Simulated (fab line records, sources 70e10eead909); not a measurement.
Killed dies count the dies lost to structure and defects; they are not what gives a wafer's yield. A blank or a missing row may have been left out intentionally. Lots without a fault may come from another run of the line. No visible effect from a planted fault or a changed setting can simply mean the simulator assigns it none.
A struck lot beside a sound one ; flow nand harc ; 14 steps out of a route of 1159
Sound: these wafers, L399.3, L399.5, L399.6. Struck: wafer L408.5 (left out: L408.6, a lot-mate that was not struck); the cause follows at the end.
At each step with rows: each side's tool, then ch and its chambers, then its first start. Under that, the readings that differ: sound wafers ; struck wafers ; difference of the means ; sigmas: that difference in standard deviations of wafers without a fault.
alike: words and numbers the same on both sides, and readings whose means are apart by under 2 such deviations; not compared: readings that were withheld, readings missing a value for some wafer, numbers with overlapping values and no deviation given by the record, and bounds like >300 which may hide the same value.
A row with sigmas, a row that says differs or no value, or rows on one side alone: a step with any of these is where the two part. Numbers that don't overlap but have no deviation are shown without sigmas and don't part them. A reading that every wafer of one side lacks parts them only if that side has two wafers or more.

first, 2 steps without rows for these wafers: NHARC_A_ONON_D1_ANNEAL_15 (time 3600 s); NHARC_A_ONON_D1_DEP_16 (target thk 1000 nm).
NHARC_A_ONON_D1_THK_MEAS_18: measures by ellipsometry.
  struck on film metro-01, day 11 17:41; sound on film metro-02, day 9 16:20
  alike: thk nm
then, 1 step without rows for these wafers: NHARC_A_ONON_D1_DEP_19 (target thk 1000 nm).
NHARC_A_ONON_D1_THK_MEAS_21: measures by ellipsometry.
  struck on film metro-02, day 11 18:16; sound on film metro-01, day 9 16:54
  alike: thk nm
then, 1 step without rows for these wafers: NHARC_A_ONON_D1_DEP_22 (target thk 1000 nm).
NHARC_A_ONON_D1_THK_MEAS_24: measures by ellipsometry.
  struck on film metro-01, day 11 18:49; sound on film metro-02, day 9 17:29
  alike: thk nm
then, 1 step without rows for these wafers: NHARC_A_ONON_D1_DEP_25 (target thk 1000 nm).
NHARC_A_ONON_D1_THK_MEAS_27: measures by ellipsometry.
  struck on film metro-02, day 11 19:23; sound on film metro-01, day 9 18:04
  alike: thk nm
then, 1 step without rows for these wafers: NHARC_A_ONON_D1_DEP_28 (target thk 1000 nm).
NHARC_A_ONON_D1_THK_MEAS_30: measures by ellipsometry.
  struck on film metro-02, day 11 19:57; sound on film metro-01, day 9 18:38
reading;sound;struck;difference;sigmas
thk nm (nm);1004 1001 1003;974;-29;-3
NHARC_A_ONON_D1_DEP_33: deposits SiO2, target thk 200 nm.
  sound on pecvd-03 ch 0,1, day 9 18:46; struck on pecvd-03 ch 2, day 11 20:08
reading;sound;struck;difference;sigmas
mfc precursor sccm (sccm);161.7 162.0 161.0;148.9;-12.7;-26
  alike: heater power w, throttle valve pct
NHARC_A_ONON_D1_THK_MEAS_34: measures by ellipsometry.
  struck on film metro-02, day 11 20:36; sound on film metro-01, day 9 19:06
reading;sound;struck;difference;sigmas
thk nm (nm);199.4 206.4 203.5;185.1;-18.0;-6
  not compared: hold
-- record jumps: 11 days between struck wafers' starts before vs after; left off in module A_ONON_D1, resumes in module END, first step shown is number 1159 of the route --
NHARC_END_SORT_01:
  here the record holds rows for the struck wafers (prober-02 ch 0, day 23 04:58) but none for the sound ones

WHERE THEY PART
Last at NHARC_END_SORT_01 as far as this record goes, first at NHARC_A_ONON_D1_THK_MEAS_30.

WHY: whatever the simulator had introduced
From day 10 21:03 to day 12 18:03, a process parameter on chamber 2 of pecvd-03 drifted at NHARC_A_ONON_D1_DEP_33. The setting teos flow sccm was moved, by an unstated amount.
